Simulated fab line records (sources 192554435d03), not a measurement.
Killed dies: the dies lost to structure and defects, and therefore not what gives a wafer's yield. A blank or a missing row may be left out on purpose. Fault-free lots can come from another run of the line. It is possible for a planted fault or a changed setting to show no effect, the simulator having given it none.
The tool behind it: which one? || flow n5_finfet || Sampling: 24 lots, 72 wafers, 3 of 1938 route steps

## WHAT THE GAUGES SHOWED, per wafer
N5_GATE_CUT_OVL_MEAS_14. Usual: GATE_CUT_OVL -0.3 nm, standard deviation 0.65.
{"lot": "L074", "measured": "day 4 12:55", "on": "overlay-01", "GATE_CUT_OVL (nm)": "0.7 1.5 0.0", "flag": ""}
{"lot": "L075", "measured": "day 4 21:09", "on": "overlay-01", "GATE_CUT_OVL (nm)": "-0.7 -1.3 -0.7", "flag": ""}
{"lot": "L076", "measured": "day 5 03:18", "on": "overlay-02", "GATE_CUT_OVL (nm)": "-0.3 -0.6 -0.3", "flag": ""}
{"lot": "L077", "measured": "day 5 08:02", "on": "overlay-02", "GATE_CUT_OVL (nm)": "0.2 0.3 0.0", "flag": ""}
{"lot": "L078", "measured": "day 5 12:33", "on": "overlay-01", "GATE_CUT_OVL (nm)": "-0.6 0.4 0.5", "flag": ""}
{"lot": "L079", "measured": "day 5 20:25", "on": "overlay-02", "GATE_CUT_OVL (nm)": "-1.0 -0.8 -1.4", "flag": ""}
{"lot": "L080", "measured": "day 6 03:43", "on": "overlay-02", "GATE_CUT_OVL (nm)": "0.6 -1.1 -0.4", "flag": ""}
{"lot": "L081", "measured": "day 6 05:17", "on": "overlay-02", "GATE_CUT_OVL (nm)": "-1.6 -1.1 -1.1", "flag": ""}
{"lot": "L082", "measured": "day 6 12:16", "on": "overlay-01", "GATE_CUT_OVL (nm)": "-0.4 0.3 1.0", "flag": ""}
{"lot": "L083", "measured": "day 6 19:28", "on": "overlay-02", "GATE_CUT_OVL (nm)": "0.6 0.4 0.0", "flag": ""}
{"lot": "L084", "measured": "day 7 02:17", "on": "overlay-02", "GATE_CUT_OVL (nm)": "-0.5 -0.5 0.1", "flag": ""}
{"lot": "L085", "measured": "day 7 06:53", "on": "overlay-01", "GATE_CUT_OVL (nm)": "-0.1 -0.3 -0.8", "flag": ""}
{"lot": "L086", "measured": "day 7 17:24", "on": "overlay-01", "GATE_CUT_OVL (nm)": "-0.7 -0.7 -0.1", "flag": ""}
{"lot": "L087", "measured": "day 7 18:23", "on": "overlay-01", "GATE_CUT_OVL (nm)": "-1.3 -1.0 -0.6", "flag": ""}
{"lot": "L088", "measured": "day 8 02:31", "on": "overlay-01", "GATE_CUT_OVL (nm)": "0.1 -0.5 -0.2", "flag": ""}
{"lot": "L089", "measured": "day 8 07:22", "on": "overlay-02", "GATE_CUT_OVL (nm)": "-0.4 0.2 0.4", "flag": ""}
{"lot": "L090", "measured": "day 8 13:40", "on": "overlay-01", "GATE_CUT_OVL (nm)": "0.3 0.5 -0.1", "flag": ""}
{"lot": "L091", "measured": "day 8 19:34", "on": "overlay-02", "GATE_CUT_OVL (nm)": "-0.8 -0.3 -0.9", "flag": ""}
{"lot": "L092", "measured": "day 9 01:17", "on": "overlay-01", "GATE_CUT_OVL (nm)": "0.6 0.2 0.2", "flag": ""}
{"lot": "L093", "measured": "day 9 05:36", "on": "overlay-01", "GATE_CUT_OVL (nm)": "-0.2 0.1 0.9", "flag": ""}
{"lot": "L094", "measured": "day 9 12:52", "on": "overlay-01", "GATE_CUT_OVL (nm)": "0.1 -1.4 -0.8", "flag": ""}
{"lot": "L095", "measured": "day 9 17:09", "on": "overlay-01", "GATE_CUT_OVL (nm)": "-0.3 -0.3 -0.1", "flag": ""}
{"lot": "L096", "measured": "day 10 03:02", "on": "overlay-01", "GATE_CUT_OVL (nm)": "-0.9 -0.7 0.4", "flag": ""}
{"lot": "L097", "measured": "day 10 04:28", "on": "overlay-02", "GATE_CUT_OVL (nm)": "0.5 0.5 -0.2", "flag": ""}

## WHICH TOOL RAN EACH LOT (tool, then ch and the chambers of the sampled wafers, then the start)
{"lot": "L074", "N5_HKMG_FIN_W_FILL_22": "cvd_w-02 ch 0,1, day 4 08:23", "N5_GATE_CUT_ETCH_58": "rie_diel-03 ch 0,1,3, day 4 09:31"}
{"lot": "L075", "N5_HKMG_FIN_W_FILL_22": "cvd_w-02 ch 0,1, day 4 15:13", "N5_GATE_CUT_ETCH_58": "rie_diel-01 ch 0,1,2, day 4 16:22"}
{"lot": "L076", "N5_HKMG_FIN_W_FILL_22": "cvd_w-02 ch 0,1, day 4 21:50", "N5_GATE_CUT_ETCH_58": "rie_diel-01 ch 0,1, day 4 23:05"}
{"lot": "L077", "N5_HKMG_FIN_W_FILL_22": "cvd_w-02 ch 0,1, day 5 03:28", "N5_GATE_CUT_ETCH_58": "rie_diel-03 ch 2,3, day 5 04:37"}
{"lot": "L078", "N5_HKMG_FIN_W_FILL_22": "cvd_w-02 ch 0,1, day 5 07:13", "N5_GATE_CUT_ETCH_58": "rie_diel-02 ch 0,1, day 5 08:25"}
{"lot": "L079", "N5_HKMG_FIN_W_FILL_22": "cvd_w-02 ch 0,1, day 5 15:59", "N5_GATE_CUT_ETCH_58": "rie_diel-01 ch 0,1, day 5 17:08"}
{"lot": "L080", "N5_HKMG_FIN_W_FILL_22": "cvd_w-02 ch 0,1, day 5 23:07", "N5_GATE_CUT_ETCH_58": "rie_diel-02 ch 1,2, day 6 00:15"}
{"lot": "L081", "N5_HKMG_FIN_W_FILL_22": "cvd_w-02 ch 0,1, day 6 00:46", "N5_GATE_CUT_ETCH_58": "rie_diel-01 ch 1,2, day 6 02:00"}
{"lot": "L082", "N5_HKMG_FIN_W_FILL_22": "cvd_w-02 ch 1, day 6 07:35", "N5_GATE_CUT_ETCH_58": "rie_diel-03 ch 0,1,2, day 6 08:56"}
{"lot": "L083", "N5_HKMG_FIN_W_FILL_22": "cvd_w-01 ch 0,1, day 6 14:55", "N5_GATE_CUT_ETCH_58": "rie_diel-01 ch 1,2,3, day 6 16:10"}
{"lot": "L084", "N5_HKMG_FIN_W_FILL_22": "cvd_w-02 ch 0,1, day 6 21:23", "N5_GATE_CUT_ETCH_58": "rie_diel-02 ch 0,1,2, day 6 22:53"}
{"lot": "L085", "N5_HKMG_FIN_W_FILL_22": "cvd_w-02 ch 0,1, day 7 02:27", "N5_GATE_CUT_ETCH_58": "rie_diel-03 ch 1,2,3, day 7 03:36"}
{"lot": "L086", "N5_HKMG_FIN_W_FILL_22": "cvd_w-02 ch 0,1, day 7 12:50", "N5_GATE_CUT_ETCH_58": "rie_diel-02 ch 0,1,3, day 7 13:58"}
{"lot": "L087", "N5_HKMG_FIN_W_FILL_22": "cvd_w-01 ch 0,1, day 7 13:56", "N5_GATE_CUT_ETCH_58": "rie_diel-03 ch 0,1,3, day 7 15:07"}
{"lot": "L088", "N5_HKMG_FIN_W_FILL_22": "cvd_w-02 ch 0,1, day 7 20:34", "N5_GATE_CUT_ETCH_58": "rie_diel-03 ch 0,1,3, day 7 21:44"}
{"lot": "L089", "N5_HKMG_FIN_W_FILL_22": "cvd_w-01 ch 0,1, day 8 02:57", "N5_GATE_CUT_ETCH_58": "rie_diel-01 ch 0,1,2, day 8 04:05"}
{"lot": "L090", "N5_HKMG_FIN_W_FILL_22": "cvd_w-01 ch 0,1, day 8 08:22", "N5_GATE_CUT_ETCH_58": "rie_diel-02 ch 0,1, day 8 09:31"}
{"lot": "L091", "N5_HKMG_FIN_W_FILL_22": "cvd_w-01 ch 0,1, day 8 13:31", "N5_GATE_CUT_ETCH_58": "rie_diel-03 ch 1,2,3, day 8 14:41"}
{"lot": "L092", "N5_HKMG_FIN_W_FILL_22": "cvd_w-01 ch 0,1, day 8 19:16", "N5_GATE_CUT_ETCH_58": "rie_diel-01 ch 0,2,3, day 8 20:27"}
{"lot": "L093", "N5_HKMG_FIN_W_FILL_22": "cvd_w-01 ch 0,1, day 9 00:49", "N5_GATE_CUT_ETCH_58": "rie_diel-01 ch 0,3, day 9 01:57"}
{"lot": "L094", "N5_HKMG_FIN_W_FILL_22": "cvd_w-01 ch 0, day 9 08:18", "N5_GATE_CUT_ETCH_58": "rie_diel-01 ch 0,1, day 9 09:28"}
{"lot": "L095", "N5_HKMG_FIN_W_FILL_22": "cvd_w-01 ch 0,1, day 9 12:34", "N5_GATE_CUT_ETCH_58": "rie_diel-02 ch 0,1,3, day 9 13:52"}
{"lot": "L096", "N5_HKMG_FIN_W_FILL_22": "cvd_w-01 ch 0,1, day 9 22:14", "N5_GATE_CUT_ETCH_58": "rie_diel-02 ch 2,3, day 9 23:43"}
{"lot": "L097", "N5_HKMG_FIN_W_FILL_22": "cvd_w-02 ch 0,1, day 9 23:49", "N5_GATE_CUT_ETCH_58": "rie_diel-01 ch 1,2,3, day 10 01:01"}
- N5_HKMG_FIN_W_FILL_22: material W, target thk 60 nm, time 18.2 s.
- N5_GATE_CUT_ETCH_58: etches SiNx in CH3F/O2, target depth 17 nm, time 128.6 s.

## WHAT THE TOOLS THEMSELVES READ (means of the sampled wafers that have a number; where no wafer has one, the mark that the record gives instead)
N5_HKMG_FIN_W_FILL_22. Usual: heater_power_w 943 W, standard deviation 84; throttle_valve_pct 18.9 %, standard deviation 0.73.
{"lot": "L074", "tool": "cvd_w-02", "heater_power_w (W)": 930, "throttle_valve_pct (%)": 19.2, "flag": ""}
{"lot": "L075", "tool": "cvd_w-02", "heater_power_w (W)": 924, "throttle_valve_pct (%)": 19.1, "flag": ""}
{"lot": "L076", "tool": "cvd_w-02", "heater_power_w (W)": 947, "throttle_valve_pct (%)": 18.7, "flag": ""}
{"lot": "L077", "tool": "cvd_w-02", "heater_power_w (W)": 956, "throttle_valve_pct (%)": 18.7, "flag": ""}
{"lot": "L078", "tool": "cvd_w-02", "heater_power_w (W)": 939, "throttle_valve_pct (%)": 18.7, "flag": ""}
{"lot": "L079", "tool": "cvd_w-02", "heater_power_w (W)": 954, "throttle_valve_pct (%)": 18.5, "flag": ""}
{"lot": "L080", "tool": "cvd_w-02", "heater_power_w (W)": 951, "throttle_valve_pct (%)": 19.1, "flag": ""}
{"lot": "L081", "tool": "cvd_w-02", "heater_power_w (W)": 947, "throttle_valve_pct (%)": 18.8, "flag": ""}
{"lot": "L082", "tool": "cvd_w-02", "heater_power_w (W)": 942, "throttle_valve_pct (%)": 18.2, "flag": ""}
{"lot": "L083", "tool": "cvd_w-01", "heater_power_w (W)": 986, "throttle_valve_pct (%)": 18.9, "flag": ""}
{"lot": "L084", "tool": "cvd_w-02", "heater_power_w (W)": 958, "throttle_valve_pct (%)": 19.2, "flag": ""}
{"lot": "L085", "tool": "cvd_w-02", "heater_power_w (W)": 948, "throttle_valve_pct (%)": 18.8, "flag": ""}
{"lot": "L086", "tool": "cvd_w-02", "heater_power_w (W)": 953, "throttle_valve_pct (%)": 18.9, "flag": ""}
{"lot": "L087", "tool": "cvd_w-01", "heater_power_w (W)": 883, "throttle_valve_pct (%)": 18.7, "flag": ""}
{"lot": "L088", "tool": "cvd_w-02", "heater_power_w (W)": 950, "throttle_valve_pct (%)": 19.5, "flag": ""}
{"lot": "L089", "tool": "cvd_w-01", "heater_power_w (W)": 893, "throttle_valve_pct (%)": 18.6, "flag": ""}
{"lot": "L090", "tool": "cvd_w-01", "heater_power_w (W)": 901, "throttle_valve_pct (%)": 18.7, "flag": ""}
{"lot": "L091", "tool": "cvd_w-01", "heater_power_w (W)": 987, "throttle_valve_pct (%)": 18.9, "flag": ""}
{"lot": "L092", "tool": "cvd_w-01", "heater_power_w (W)": 983, "throttle_valve_pct (%)": 18.9, "flag": ""}
{"lot": "L093", "tool": "cvd_w-01", "heater_power_w (W)": 980, "throttle_valve_pct (%)": 19.2, "flag": ""}
{"lot": "L094", "tool": "cvd_w-01", "heater_power_w (W)": 1068, "throttle_valve_pct (%)": 19.3, "flag": ""}
{"lot": "L095", "tool": "cvd_w-01", "heater_power_w (W)": 989, "throttle_valve_pct (%)": 19.1, "flag": ""}
{"lot": "L096", "tool": "cvd_w-01", "heater_power_w (W)": 883, "throttle_valve_pct (%)": 18.7, "flag": ""}
{"lot": "L097", "tool": "cvd_w-02", "heater_power_w (W)": 927, "throttle_valve_pct (%)": 18.9, "flag": ""}

N5_GATE_CUT_ETCH_58. Usual: bias_w 20.99 W (standard deviation 0.064); chamber_pressure_mTorr 29.999 mTorr (standard deviation 0.024); drypump_motor_current_A 5.5 A (standard deviation 0.5); oes_product_au 0.79 a.u. (standard deviation 0.075); rf_vpp_V 99.4 V (standard deviation 1); showerhead_plenum_p_Torr 2.04 Torr (standard deviation 0.083); throttle_valve_pct 16.39 % (standard deviation 0.18).
{"lot": "L074", "tool": "rie_diel-03", "bias_w (W)": 20.92, "chamber_pressure_mTorr (mTorr)": 29.994, "drypump_motor_current_A (A)": 5.4, "oes_product_au (a.u.)": 0.77, "rf_vpp_V (V)": 99.4, "showerhead_plenum_p_Torr (Torr)": 2.04, "throttle_valve_pct (%)": 16.47, "flag": ""}
{"lot": "L075", "tool": "rie_diel-01", "bias_w (W)": 21.01, "chamber_pressure_mTorr (mTorr)": 30.020, "drypump_motor_current_A (A)": 5.6, "oes_product_au (a.u.)": 0.78, "rf_vpp_V (V)": 99.1, "showerhead_plenum_p_Torr (Torr)": 2.03, "throttle_valve_pct (%)": 16.44, "flag": ""}
{"lot": "L076", "tool": "rie_diel-01", "bias_w (W)": 21.01, "chamber_pressure_mTorr (mTorr)": 30.012, "drypump_motor_current_A (A)": 6.1, "oes_product_au (a.u.)": 0.79, "rf_vpp_V (V)": 99.2, "showerhead_plenum_p_Torr (Torr)": 2.09, "throttle_valve_pct (%)": 16.35, "flag": ""}
{"lot": "L077", "tool": "rie_diel-03", "bias_w (W)": 20.91, "chamber_pressure_mTorr (mTorr)": 30.000, "drypump_motor_current_A (A)": 6.0, "oes_product_au (a.u.)": 0.79, "rf_vpp_V (V)": 100.4, "showerhead_plenum_p_Torr (Torr)": 2.09, "throttle_valve_pct (%)": 16.23, "flag": ""}
{"lot": "L078", "tool": "rie_diel-02", "bias_w (W)": 21.08, "chamber_pressure_mTorr (mTorr)": 30.023, "drypump_motor_current_A (A)": 5.2, "oes_product_au (a.u.)": 0.74, "rf_vpp_V (V)": 98.2, "showerhead_plenum_p_Torr (Torr)": 1.98, "throttle_valve_pct (%)": 16.40, "flag": ""}
{"lot": "L079", "tool": "rie_diel-01", "bias_w (W)": 20.95, "chamber_pressure_mTorr (mTorr)": 30.024, "drypump_motor_current_A (A)": 6.0, "oes_product_au (a.u.)": 0.79, "rf_vpp_V (V)": 98.8, "showerhead_plenum_p_Torr (Torr)": 2.08, "throttle_valve_pct (%)": 16.37, "flag": ""}
{"lot": "L080", "tool": "rie_diel-02", "bias_w (W)": 20.97, "chamber_pressure_mTorr (mTorr)": 29.983, "drypump_motor_current_A (A)": 5.7, "oes_product_au (a.u.)": 0.77, "rf_vpp_V (V)": 98.5, "showerhead_plenum_p_Torr (Torr)": 1.88, "throttle_valve_pct (%)": 16.40, "flag": ""}
{"lot": "L081", "tool": "rie_diel-01", "bias_w (W)": 20.98, "chamber_pressure_mTorr (mTorr)": 29.995, "drypump_motor_current_A (A)": 5.1, "oes_product_au (a.u.)": 0.97, "rf_vpp_V (V)": 100.2, "showerhead_plenum_p_Torr (Torr)": 2.12, "throttle_valve_pct (%)": 16.21, "flag": ""}
{"lot": "L082", "tool": "rie_diel-03", "bias_w (W)": 21.01, "chamber_pressure_mTorr (mTorr)": 30.008, "drypump_motor_current_A (A)": 5.7, "oes_product_au (a.u.)": 0.75, "rf_vpp_V (V)": 99.8, "showerhead_plenum_p_Torr (Torr)": 2.03, "throttle_valve_pct (%)": 16.42, "flag": ""}
{"lot": "L083", "tool": "rie_diel-01", "bias_w (W)": 20.96, "chamber_pressure_mTorr (mTorr)": 29.971, "drypump_motor_current_A (A)": 5.3, "oes_product_au (a.u.)": 0.87, "rf_vpp_V (V)": 100.4, "showerhead_plenum_p_Torr (Torr)": 2.08, "throttle_valve_pct (%)": 16.35, "flag": ""}
{"lot": "L084", "tool": "rie_diel-02", "bias_w (W)": 21.03, "chamber_pressure_mTorr (mTorr)": 29.989, "drypump_motor_current_A (A)": 5.4, "oes_product_au (a.u.)": 0.75, "rf_vpp_V (V)": 98.3, "showerhead_plenum_p_Torr (Torr)": 1.93, "throttle_valve_pct (%)": 16.42, "flag": ""}
{"lot": "L085", "tool": "rie_diel-03", "bias_w (W)": 21.02, "chamber_pressure_mTorr (mTorr)": 30.012, "drypump_motor_current_A (A)": 5.8, "oes_product_au (a.u.)": 0.76, "rf_vpp_V (V)": 99.9, "showerhead_plenum_p_Torr (Torr)": 2.06, "throttle_valve_pct (%)": 16.33, "flag": ""}
{"lot": "L086", "tool": "rie_diel-02", "bias_w (W)": 20.98, "chamber_pressure_mTorr (mTorr)": 29.990, "drypump_motor_current_A (A)": 5.3, "oes_product_au (a.u.)": 0.78, "rf_vpp_V (V)": 99.1, "showerhead_plenum_p_Torr (Torr)": 2.02, "throttle_valve_pct (%)": 16.33, "flag": ""}
{"lot": "L087", "tool": "rie_diel-03", "bias_w (W)": 20.95, "chamber_pressure_mTorr (mTorr)": 30.019, "drypump_motor_current_A (A)": 5.4, "oes_product_au (a.u.)": 0.75, "rf_vpp_V (V)": 99.8, "showerhead_plenum_p_Torr (Torr)": 2.03, "throttle_valve_pct (%)": 16.50, "flag": ""}
{"lot": "L088", "tool": "rie_diel-03", "bias_w (W)": 20.96, "chamber_pressure_mTorr (mTorr)": 29.984, "drypump_motor_current_A (A)": 5.5, "oes_product_au (a.u.)": 0.75, "rf_vpp_V (V)": 99.2, "showerhead_plenum_p_Torr (Torr)": 2.03, "throttle_valve_pct (%)": 16.51, "flag": ""}
{"lot": "L089", "tool": "rie_diel-01", "bias_w (W)": 20.99, "chamber_pressure_mTorr (mTorr)": 29.986, "drypump_motor_current_A (A)": 5.6, "oes_product_au (a.u.)": 0.84, "rf_vpp_V (V)": 100.0, "showerhead_plenum_p_Torr (Torr)": 2.10, "throttle_valve_pct (%)": 16.31, "flag": ""}
{"lot": "L090", "tool": "rie_diel-02", "bias_w (W)": 20.99, "chamber_pressure_mTorr (mTorr)": 29.994, "drypump_motor_current_A (A)": 5.0, "oes_product_au (a.u.)": 0.72, "rf_vpp_V (V)": 98.3, "showerhead_plenum_p_Torr (Torr)": 1.94, "throttle_valve_pct (%)": 16.27, "flag": ""}
{"lot": "L091", "tool": "rie_diel-03", "bias_w (W)": 20.98, "chamber_pressure_mTorr (mTorr)": 30.010, "drypump_motor_current_A (A)": 5.8, "oes_product_au (a.u.)": 0.76, "rf_vpp_V (V)": 99.7, "showerhead_plenum_p_Torr (Torr)": 2.06, "throttle_valve_pct (%)": 16.35, "flag": ""}
{"lot": "L092", "tool": "rie_diel-01", "bias_w (W)": 21.05, "chamber_pressure_mTorr (mTorr)": 29.975, "drypump_motor_current_A (A)": 5.4, "oes_product_au (a.u.)": 0.80, "rf_vpp_V (V)": 99.2, "showerhead_plenum_p_Torr (Torr)": 2.07, "throttle_valve_pct (%)": 16.41, "flag": ""}
{"lot": "L093", "tool": "rie_diel-01", "bias_w (W)": 21.03, "chamber_pressure_mTorr (mTorr)": 30.005, "drypump_motor_current_A (A)": 5.5, "oes_product_au (a.u.)": 0.74, "rf_vpp_V (V)": 99.4, "showerhead_plenum_p_Torr (Torr)": 2.03, "throttle_valve_pct (%)": 16.55, "flag": ""}
{"lot": "L094", "tool": "rie_diel-01", "bias_w (W)": 21.03, "chamber_pressure_mTorr (mTorr)": 30.012, "drypump_motor_current_A (A)": 6.0, "oes_product_au (a.u.)": 0.75, "rf_vpp_V (V)": 100.8, "showerhead_plenum_p_Torr (Torr)": 2.08, "throttle_valve_pct (%)": 16.41, "flag": ""}
{"lot": "L095", "tool": "rie_diel-02", "bias_w (W)": 20.97, "chamber_pressure_mTorr (mTorr)": 29.997, "drypump_motor_current_A (A)": 5.3, "oes_product_au (a.u.)": 0.76, "rf_vpp_V (V)": 99.5, "showerhead_plenum_p_Torr (Torr)": 2.01, "throttle_valve_pct (%)": 16.36, "flag": ""}
{"lot": "L096", "tool": "rie_diel-02", "bias_w (W)": 20.96, "chamber_pressure_mTorr (mTorr)": 29.996, "drypump_motor_current_A (A)": 5.9, "oes_product_au (a.u.)": 0.81, "rf_vpp_V (V)": 99.1, "showerhead_plenum_p_Torr (Torr)": 1.94, "throttle_valve_pct (%)": 16.52, "flag": ""}
{"lot": "L097", "tool": "rie_diel-01", "bias_w (W)": 21.06, "chamber_pressure_mTorr (mTorr)": 30.009, "drypump_motor_current_A (A)": 5.3, "oes_product_au (a.u.)": 0.84, "rf_vpp_V (V)": 99.5, "showerhead_plenum_p_Torr (Torr)": 2.07, "throttle_valve_pct (%)": 16.39, "flag": ""}

## THE ANSWER, worked out from the rows above alone
Rule: lot off if the mean of its wafers having a number is beyond 3 standard deviations from the usual mean. A lot without any number at a reading at which 4 lots or more have one is off too. All remaining lots with rows at the step are treated as sound. After the gauges, taken in route order, come the tools' own readings; for these a lot's mean is taken, as printed above. The first step at which some lot is off is used, and at that step the reading that is off furthest; a lot without a number counts as furthest.
Across all readings shown, no lot is off: no conclusion can be drawn from this.

## WHAT THE SIMULATOR HAD PUT IN
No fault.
